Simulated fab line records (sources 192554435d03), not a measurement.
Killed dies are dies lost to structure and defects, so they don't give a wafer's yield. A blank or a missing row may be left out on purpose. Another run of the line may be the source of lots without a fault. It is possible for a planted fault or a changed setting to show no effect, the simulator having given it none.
The tool behind it: which one? -- flow n5-finfet -- 72 wafers from 24 lots sampled at 6 of the route's 1938 steps

WHAT THE GAUGES SHOWED, per wafer
N5_HKMG_FIN_CD_MEAS_49 targets a cd of 202 nm. Usual: cd-nm at 202.0 nm, with a standard deviation of 0.58.
lot,measured,on,cd-nm (nm),flag
L074,day 4 00:32,cd-sem-03,202.4 201.7 202.9,
L075,day 4 05:31,cd-sem-03,202.1 202.2 201.8,
L076,day 4 12:14,cd-sem-03,202.4 203.0 202.7,
L077,day 4 20:26,cd-sem-03,202.6 203.1 202.1,
L078,day 4 22:59,cd-sem-03,202.0 202.3 202.2,
L079,day 5 09:47,cd-sem-02,202.0 201.6 202.0,
L080,day 5 11:22,cd-sem-01,202.2 201.9 202.6,
L081,day 5 19:38,cd-sem-01,202.1 202.1 202.1,
L082,day 6 00:43,cd-sem-02,201.0 201.2 201.7,
L083,day 6 07:52,cd-sem-02,201.7 202.2 202.4,
L084,day 6 16:08,cd-sem-01,202.8 201.8 202.4,
L085,day 6 17:39,cd-sem-01,202.2 201.7 202.2,
L086,day 6 23:55,cd-sem-01,202.7 200.6 201.0,
L087,day 7 05:57,cd-sem-02,202.0 201.5 201.9,
L088,day 7 13:35,cd-sem-01,201.7 202.8 201.4,
L089,day 7 19:37,cd-sem-02,202.0 202.8 202.5,
L090,day 7 23:56,cd-sem-01,201.2 201.7 202.9,
L091,day 8 08:17,cd-sem-01,201.4 202.1 201.4,
L092,day 8 18:55,cd-sem-03,202.7 202.3 202.1,
L093,day 8 17:55,cd-sem-03,202.7 202.3 201.3,
L094,day 9 00:17,cd-sem-01,202.4 201.8 202.8,
L095,day 9 08:25,cd-sem-03,202.2 200.8 200.9,
L096,day 9 13:26,cd-sem-02,202.1 202.1 201.3,
L097,day 9 18:15,cd-sem-01,202.2 201.9 201.9,

EACH LOT AND THE TOOL THAT RAN IT (in order: tool; ch and the chambers of the sampled wafers; start)
lot,N5_SD_EPI_N_LINER_46,N5_SDB_ETCH_17,N5_SDB_ETCH_25,N5_HKMG_FIN_HK_ALD_01,N5_HKMG_FIN_ALD_74
L074,"ald-sin-03 ch 0,2, day 3 06:13","rie-diel-04 ch 0,2,3, day 3 18:49","rie-diel-02 ch 0,1,3, day 3 19:19","ald-hk-03 ch 1,2,3, day 3 23:27","ald-hk-02 ch 0,2,3, day 3 23:59"
L075,"ald-sin-02 ch 1,3, day 3 11:47","rie-diel-04 ch 0,2,3, day 4 00:02","rie-diel-04 ch 1,3, day 4 00:35","ald-hk-02 ch 2,3, day 4 04:34","ald-hk-02 ch 0,1,3, day 4 04:58"
L076,"ald-sin-02 ch 0,1,2, day 3 17:49","rie-diel-02 ch 2,3, day 4 06:07","rie-diel-02 ch 0,1,2, day 4 07:14","ald-hk-01 ch 0,3, day 4 11:11","ald-hk-02 ch 0,3, day 4 11:41"
L077,"ald-sin-04 ch 0,1,3, day 4 02:40","rie-diel-02 ch 1,2,3, day 4 14:51","rie-diel-04 ch 0,1, day 4 15:35","ald-hk-03 ch 1,3, day 4 19:29","ald-hk-01 ch 0,1, day 4 19:53"
L078,"ald-sin-04 ch 0,1,2, day 4 04:47","rie-diel-02 ch 1,2, day 4 17:30","rie-diel-02 ch 0,3, day 4 17:59","ald-hk-03 ch 0,1,3, day 4 22:10","ald-hk-01 ch 1,2,3, day 4 22:34"
L079,"ald-sin-03 ch 0,2,3, day 4 11:42","rie-diel-02 ch 0,2,3, day 5 03:46","rie-diel-02 ch 0,2,3, day 5 04:46","ald-hk-02 ch 0,1,3, day 5 08:42","ald-hk-03 ch 0,1,3, day 5 09:15"
L080,"ald-sin-04 ch 0,1,3, day 4 16:32","rie-diel-02 ch 0,1,3, day 5 05:41","rie-diel-02 ch 0,2,3, day 5 06:11","ald-hk-01 ch 0,1,2, day 5 10:16","ald-hk-02 ch 0,1,3, day 5 10:50"
L081,"ald-sin-04 ch 0,2,3, day 4 23:45","rie-diel-01 ch 0,2,3, day 5 13:36","rie-diel-02 ch 1,2, day 5 14:44","ald-hk-01 ch 0,1,2, day 5 18:38","ald-hk-02 ch 0,1,3, day 5 19:05"
L082,"ald-sin-04 ch 0,3, day 5 04:30","rie-diel-02 ch 1,2, day 5 17:37","rie-diel-02 ch 1,2, day 5 19:01","ald-hk-02 ch 0,1,2, day 5 23:46","ald-hk-03 ch 1,2, day 6 00:10"
L083,"ald-sin-03 ch 0,2,3, day 5 11:47","rie-diel-02 ch 1,2, day 6 01:12","rie-diel-01 ch 0,2,3, day 6 03:06","ald-hk-02 ch 0,1,2, day 6 07:01","ald-hk-03 ch 1,2, day 6 07:26"
L084,"ald-sin-03 ch 1,2, day 5 21:57","rie-diel-01 ch 1,2, day 6 10:50","rie-diel-04 ch 0,2,3, day 6 11:19","ald-hk-02 ch 0,3, day 6 15:19","ald-hk-01 ch 1,2,3, day 6 15:43"
L085,"ald-sin-02 ch 1,2,3, day 5 23:55","rie-diel-01 ch 0,1,3, day 6 12:08","rie-diel-01 ch 1,2,3, day 6 12:37","ald-hk-02 ch 0,1,2, day 6 16:34","ald-hk-01 ch 0,1,2, day 6 17:07"
L086,"ald-sin-02 ch 0,1,3, day 6 06:15","rie-diel-04 ch 1,2,3, day 6 18:32","rie-diel-04 ch 0,1,2, day 6 19:01","ald-hk-01 ch 0,1,3, day 6 22:56","ald-hk-02 ch 0,1,2, day 6 23:23"
L087,"ald-sin-02 ch 1,2, day 6 11:11","rie-diel-01 ch 0,3, day 7 00:00","rie-diel-01 ch 0,2, day 7 00:59","ald-hk-02 ch 0,1,2, day 7 05:01","ald-hk-03 ch 2,3, day 7 05:25"
L088,"ald-sin-02 ch 2,3, day 6 20:01","rie-diel-04 ch 0,2, day 7 08:04","rie-diel-04 ch 1,3, day 7 08:34","ald-hk-01 ch 0,3, day 7 12:28","ald-hk-02 ch 0,1,2, day 7 12:52"
L089,"ald-sin-02 ch 2,3, day 7 00:44","rie-diel-01 ch 0,1,3, day 7 13:44","rie-diel-04 ch 1,2,3, day 7 14:47","ald-hk-01 ch 2,3, day 7 18:43","ald-hk-02 ch 0,2,3, day 7 19:11"
L090,"ald-sin-04 ch 0,2,3, day 7 06:23","rie-diel-04 ch 0,1,2, day 7 18:35","rie-diel-04 ch 1,2,3, day 7 19:07","ald-hk-03 ch 0,2,3, day 7 23:04","ald-hk-01 ch 0,1,2, day 7 23:31"
L091,"ald-sin-03 ch 0,1,3, day 7 12:11","rie-diel-02 ch 0,2,3, day 8 02:35","rie-diel-02 ch 0,3, day 8 03:05","ald-hk-01 ch 0,1,2, day 8 07:20","ald-hk-02 ch 0,1, day 8 07:44"
L092,"ald-sin-03 ch 0,1,2, day 7 18:42","rie-diel-02 ch 0,1,2, day 8 12:32","rie-diel-04 ch 0,3, day 8 13:06","ald-hk-02 ch 0,3, day 8 17:58","ald-hk-03 ch 0,1,2, day 8 18:22"
L093,"ald-sin-03 ch 0,1,2, day 7 22:26","rie-diel-02 ch 0,3, day 8 11:27","rie-diel-01 ch 0,3, day 8 12:20","ald-hk-03 ch 0,2,3, day 8 16:57","ald-hk-01 ch 0,2,3, day 8 17:23"
L094,"ald-sin-04 ch 1,2,3, day 8 05:24","rie-diel-02 ch 0,2, day 8 19:01","rie-diel-04 ch 0,1,3, day 8 19:31","ald-hk-03 ch 0,3, day 8 23:28","ald-hk-01 ch 0,3, day 8 23:52"
L095,"ald-sin-03 ch 0,3, day 8 14:23","rie-diel-02 ch 1,2,3, day 9 02:59","rie-diel-01 ch 0,1,2, day 9 03:28","ald-hk-01 ch 0,1,2, day 9 07:28","ald-hk-02 ch 1,3, day 9 07:53"
L096,"ald-sin-02 ch 0,1,3, day 8 17:54","rie-diel-01 ch 0,2,3, day 9 07:40","rie-diel-04 ch 0,1, day 9 08:11","ald-hk-01 ch 2,3, day 9 12:24","ald-hk-02 ch 0,1,2, day 9 12:54"
L097,"ald-sin-03 ch 1,2, day 8 22:35","rie-diel-02 ch 2,3, day 9 12:46","rie-diel-01 ch 0,1,3, day 9 13:31","ald-hk-03 ch 0,2,3, day 9 17:25","ald-hk-01 ch 0,1,3, day 9 17:49"
- N5_SD_EPI_N_LINER_46: material SiNx, target thk 3 nm.
- N5_SDB_ETCH_17: etches SiARC in CF4, target depth 23.4 nm, time 39 s.
- N5_SDB_ETCH_25: etches SiO2 in C4F6/O2, target depth 10 nm, time 3.3 s.
- N5_HKMG_FIN_HK_ALD_01: deposits HfO2, target thk 1.6 nm, pulse time 3 s, purge time 3 s.
- N5_HKMG_FIN_ALD_74: deposits La2O3, target thk 0.5 nm, pulse time 6 s, co reactant pulse time 1 s.

WHAT THE TOOLS THEMSELVES READ (means of the sampled wafers that have a number; where no wafer has one, the mark that the record gives instead)
N5_SD_EPI_N_LINER_46. Usual: heater-power-outer-w 529 W, standard deviation 56; heater-power-w 854 W, standard deviation 77; susceptor-temp-C 400.05 C, standard deviation 0.21.
lot,tool,heater-power-outer-w (W),heater-power-w (W),susceptor-temp-C (C),flag
L074,ald-sin-03,513,818,400.02,
L075,ald-sin-02,533,844,400.12,
L076,ald-sin-02,521,847,399.97,
L077,ald-sin-04,503,864,400.00,
L078,ald-sin-04,512,844,400.08,
L079,ald-sin-03,542,871,400.14,
L080,ald-sin-04,516,853,400.05,
L081,ald-sin-04,555,900,400.06,
L082,ald-sin-04,535,904,400.22,
L083,ald-sin-03,542,877,400.11,
L084,ald-sin-03,524,860,400.19,
L085,ald-sin-02,517,815,399.88,
L086,ald-sin-02,543,844,399.94,
L087,ald-sin-02,559,862,399.99,
L088,ald-sin-02,462,737,399.93,
L089,ald-sin-02,463,734,399.96,
L090,ald-sin-04,555,893,399.95,
L091,ald-sin-03,558,883,399.92,
L092,ald-sin-03,526,852,400.04,
L093,ald-sin-03,522,858,399.83,
L094,ald-sin-04,529,862,400.32,
L095,ald-sin-03,582,921,400.07,
L096,ald-sin-02,540,850,400.10,
L097,ald-sin-03,550,896,399.97,

N5_SDB_ETCH_17. Usual: drypump-motor-current-A 5.7 A, standard deviation 0.43; etch-rf-on-time-s 39.0 s, standard deviation 0.69; oes-product-au 0.69 a.u., standard deviation 0.067; rf-vpp-V 183.8 V, standard deviation 1.1; showerhead-plenum-p-Torr 2.13 Torr, standard deviation 0.062; throttle-valve-pct 15.56 %, standard deviation 0.17.
lot,tool,drypump-motor-current-A (A),etch-rf-on-time-s (s),oes-product-au (a.u.),rf-vpp-V (V),showerhead-plenum-p-Torr (Torr),throttle-valve-pct (%),flag
L074,rie-diel-04,5.5,38.9,0.79,184.2,2.17,15.42,
L075,rie-diel-04,5.4,39.0,0.79,184.3,2.16,15.43,
L076,rie-diel-02,5.8,38.0,0.78,183.8,2.16,15.46,
L077,rie-diel-02,5.9,38.5,0.73,184.6,2.14,15.51,
L078,rie-diel-02,6.0,38.4,0.73,183.7,2.08,15.64,
L079,rie-diel-02,5.6,38.9,0.70,183.9,2.17,15.53,
L080,rie-diel-02,5.8,39.4,0.65,183.4,2.15,15.54,
L081,rie-diel-01,6.0,38.9,0.71,182.6,2.12,15.52,
L082,rie-diel-02,5.8,38.4,0.75,183.5,2.10,15.63,
L083,rie-diel-02,5.8,38.5,0.74,183.7,2.09,15.65,
L084,rie-diel-01,5.4,38.9,0.64,183.3,2.11,15.64,
L085,rie-diel-01,5.8,38.8,0.67,183.8,2.07,15.64,
L086,rie-diel-04,5.2,39.1,0.72,184.6,2.15,15.46,
L087,rie-diel-01,6.2,39.1,0.69,183.5,2.08,15.54,
L088,rie-diel-04,5.2,39.4,0.76,184.6,2.16,15.38,
L089,rie-diel-01,5.8,38.5,0.66,182.8,2.06,15.66,
L090,rie-diel-04,5.4,38.9,0.73,183.9,2.12,15.48,
L091,rie-diel-02,5.6,38.8,0.67,183.9,2.16,15.59,
L092,rie-diel-02,5.7,39.0,0.67,183.4,2.10,15.72,
L093,rie-diel-02,5.7,39.5,0.63,184.9,2.20,15.46,
L094,rie-diel-02,5.5,38.9,0.70,184.3,2.11,15.70,
L095,rie-diel-02,5.9,38.8,0.68,183.5,2.13,15.58,
L096,rie-diel-01,6.0,38.9,0.66,183.5,2.10,15.60,
L097,rie-diel-02,5.8,39.0,0.71,183.9,2.14,15.57,

N5_SDB_ETCH_25. Usual: C4F6_flow_sccm 10.002 sccm, standard deviation 0.029; drypump-motor-current-A 5.7 A, standard deviation 0.46; oes-product-au 0.83 a.u., standard deviation 0.071; rf-vpp-V 666 V, standard deviation 14; showerhead-plenum-p-Torr 2.84 Torr, standard deviation 0.081; throttle-valve-pct 21.15 %, standard deviation 0.15.
lot,tool,C4F6_flow_sccm (sccm),drypump-motor-current-A (A),oes-product-au (a.u.),rf-vpp-V (V),showerhead-plenum-p-Torr (Torr),throttle-valve-pct (%),flag
L074,rie-diel-02,9.996,5.7,0.78,670,2.87,21.11,
L075,rie-diel-04,9.991,5.5,0.85,670,2.87,21.20,
L076,rie-diel-02,10.015,5.7,0.83,655,2.81,21.27,
L077,rie-diel-04,10.004,5.6,0.84,661,2.77,21.13,
L078,rie-diel-02,9.999,5.7,0.78,677,2.95,20.98,
L079,rie-diel-02,10.002,5.6,0.82,662,2.89,21.16,
L080,rie-diel-02,9.979,5.6,0.82,662,2.89,21.15,
L081,rie-diel-02,9.988,5.9,0.88,645,2.78,21.31,
L082,rie-diel-02,9.990,6.0,0.83,651,2.77,21.28,
L083,rie-diel-01,10.029,6.0,0.82,669,2.81,21.13,
L084,rie-diel-04,10.010,5.5,0.90,674,2.88,21.09,
L085,rie-diel-01,9.999,5.6,0.76,673,2.78,21.21,
L086,rie-diel-04,10.007,5.4,0.86,666,2.81,21.06,
L087,rie-diel-01,9.998,5.9,0.80,667,2.83,21.13,
L088,rie-diel-04,10.029,5.5,0.82,670,2.86,21.22,
L089,rie-diel-04,10.013,5.2,0.84,669,2.85,21.11,
L090,rie-diel-04,9.985,5.2,0.84,669,2.85,21.09,
L091,rie-diel-02,10.013,5.7,0.75,678,2.93,21.02,
L092,rie-diel-04,9.999,5.9,0.86,671,2.84,21.22,
L093,rie-diel-01,10.028,6.2,0.79,669,2.76,21.16,
L094,rie-diel-04,10.023,5.7,0.83,667,2.82,21.22,
L095,rie-diel-01,10.011,5.7,0.84,663,2.88,21.14,
L096,rie-diel-04,10.018,5.9,0.82,664,2.78,21.19,
L097,rie-diel-01,10.006,5.8,0.84,665,2.85,21.14,

N5_HKMG_FIN_HK_ALD_01. Usual: precursor-pulse-height-rel at 1.000, with a standard deviation of 0.019.
lot,tool,precursor-pulse-height-rel,flag
L074,ald-hk-03,1.005,
L075,ald-hk-02,0.992,
L076,ald-hk-01,0.991,
L077,ald-hk-03,1.002,
L078,ald-hk-03,1.006,
L079,ald-hk-02,0.996,
L080,ald-hk-01,0.996,
L081,ald-hk-01,0.991,
L082,ald-hk-02,1.007,
L083,ald-hk-02,1.018,
L084,ald-hk-02,1.004,
L085,ald-hk-02,0.993,
L086,ald-hk-01,1.013,
L087,ald-hk-02,1.004,
L088,ald-hk-01,1.009,
L089,ald-hk-01,1.019,
L090,ald-hk-03,1.007,
L091,ald-hk-01,1.006,
L092,ald-hk-02,0.988,
L093,ald-hk-03,1.012,
L094,ald-hk-03,1.007,
L095,ald-hk-01,1.004,
L096,ald-hk-01,1.008,
L097,ald-hk-03,0.989,

N5_HKMG_FIN_ALD_74. Usual: heater-power-outer-w 187 W, standard deviation 15; heater-power-w 345 W, standard deviation 24; precursor-pulse-height-rel 1.000, standard deviation 0.02; susceptor-temp-C 250.01 C, standard deviation 0.18.
lot,tool,heater-power-outer-w (W),heater-power-w (W),precursor-pulse-height-rel,susceptor-temp-C (C),flag
L074,ald-hk-02,183,343,0.980,249.90,
L075,ald-hk-02,186,351,1.001,249.97,
L076,ald-hk-02,188,348,1.012,249.96,
L077,ald-hk-01,198,357,0.999,249.87,
L078,ald-hk-01,187,340,0.993,250.05,
L079,ald-hk-03,177,338,0.978,249.97,
L080,ald-hk-02,189,346,0.976,249.99,
L081,ald-hk-02,185,354,0.994,250.15,
L082,ald-hk-03,185,356,0.987,250.01,
L083,ald-hk-03,184,356,1.022,249.97,
L084,ald-hk-01,188,335,1.002,249.93,
L085,ald-hk-01,194,343,1.004,250.03,
L086,ald-hk-02,187,345,0.999,250.10,
L087,ald-hk-03,193,358,0.996,249.98,
L088,ald-hk-02,185,343,1.006,249.93,
L089,ald-hk-02,184,339,1.015,250.05,
L090,ald-hk-01,196,354,0.974,249.95,
L091,ald-hk-02,190,348,0.995,249.96,
L092,ald-hk-03,175,341,1.022,250.01,
L093,ald-hk-01,202,366,1.006,249.94,
L094,ald-hk-01,202,359,1.023,249.99,
L095,ald-hk-02,185,333,0.995,250.10,
L096,ald-hk-02,189,336,0.993,250.23,
L097,ald-hk-01,192,344,1.000,249.98,

THE ANSWER, worked out from the rows above alone
Rule: a lot counts as off when the mean over its wafers that have a number is more than 3 standard deviations away from the usual mean. A lot without any number at a reading at which 4 lots or more have one is off too. All remaining lots with rows at the step are treated as sound. After the gauges, taken in route order, come the tools' own readings; for these a lot's mean is taken, as printed above. The first step at which some lot is off is used, and at that step the reading that is off furthest; a lot without a number counts as furthest.
Across all readings shown, no lot is off: no conclusion can be drawn from this.

WHAT WAS PUT IN BY THE SIMULATOR
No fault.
